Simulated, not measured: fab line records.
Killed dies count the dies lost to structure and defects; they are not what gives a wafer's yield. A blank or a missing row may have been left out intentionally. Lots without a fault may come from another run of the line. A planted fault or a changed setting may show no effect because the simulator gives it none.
Matching of chambers | flow nand harc | rie diel-03 running NHARC_A_BONDPAD_DESCUM_11: 4 sister chambers
The step chemistry O2, time 3 s. 16 wafers are shown with their chamber, then 8 later ones without.

WAFERS PAIRED WITH THEIR CHAMBERS
wafer  | chamber | showerhead plenum p Torr (Torr) | drypump motor current A (A) | oes product au (a.u.)
L309.2 | 2       | 2.03                            | 5.74                        | 1.005
L309.3 | 1       | 2.01                            | 5.42                        | 1.005
L309.6 | 3       | 1.93                            | 5.49                        | 1.000
L308.1 | 0       | 2.01                            | 5.47                        | 0.991
L308.3 | 2       | 2.03                            | 5.73                        | 1.008
L308.5 | 3       | 1.92                            | 5.49                        | 0.995
L311.3 | 3       | 1.93                            | 5.52                        | 1.001
L311.4 | 1       | 2.01                            | 5.45                        | 1.000
L311.5 | 3       | 1.93                            | 5.51                        | 0.998
L318.2 | 0       | 2.01                            | 5.47                        | 0.996
L318.3 | 3       | 1.92                            | 5.50                        | 1.008
L318.6 | 3       | 1.92                            | 5.48                        | 0.992
L319.1 | 2       | 2.03                            | 5.74                        | 1.016
L319.3 | 1       | 2.01                            | 5.44                        | 1.011
L319.4 | 0       | 2.01                            | 5.45                        | 0.996
L325.1 | 0       | 2.01                            | 5.48                        | 1.001

SIGNATURES, as means of the wafers listed above
reading                  | chamber 0 | chamber 1 | chamber 2 | chamber 3 | scatter within a chamber
showerhead plenum p Torr | 2.0100    | 2.0100    | 2.0300    | 1.9250    | 0.00354
drypump motor current A  | 5.4675    | 5.4367    | 5.7367    | 5.4983    | 0.0132
oes product au           | 0.99600   | 1.00533   | 1.00967   | 0.99900   | 0.00522
Rule: for a wafer and a chamber, the distance is found by dividing, reading by reading, the gap between the wafer's reading and the chamber's mean by the reading's scatter, squaring, summing and taking the root. If the next closest chamber is less than 2 further off than the closest, the wafer can't be placed; otherwise it belongs to the closest. The scatter: take each reading less its chamber's mean, square it, sum over the shown wafers, divide by the number of wafers less the number of chambers, and take the root.

WAFERS MISSING THEIR CHAMBER
wafer  | showerhead plenum p Torr (Torr) | drypump motor current A (A) | oes product au (a.u.)
L325.3 | 2.03                            | 5.74                        | 1.003
L325.5 | 2.03                            | 5.73                        | 1.017
L331.1 | 2.03                            | 5.72                        | 0.999
L331.2 | 2.01                            | 5.47                        | 0.992
L331.3 | 1.92                            | 5.49                        | 0.999
L330.1 | 2.01                            | 5.49                        | 0.987
L330.4 | 1.92                            | 5.49                        | 0.993
L330.5 | 2.01                            | 5.42                        | 0.997

EACH ONE'S CHAMBER
wafer  | from the rows above     | in truth
L325.3 | 2                       | 2
L325.5 | 2                       | 2
L331.1 | 2                       | 2
L331.2 | 0                       | 0
L331.3 | 3                       | 3
L330.1 | 0                       | 0
L330.4 | 3                       | 3
L330.5 | can't be placed: 1 or 0 | 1
7 of 8 placed correctly. Cannot be placed on the basis of these rows: 1; the candidates contain the true chamber in 1. Wrongly placed: 0.
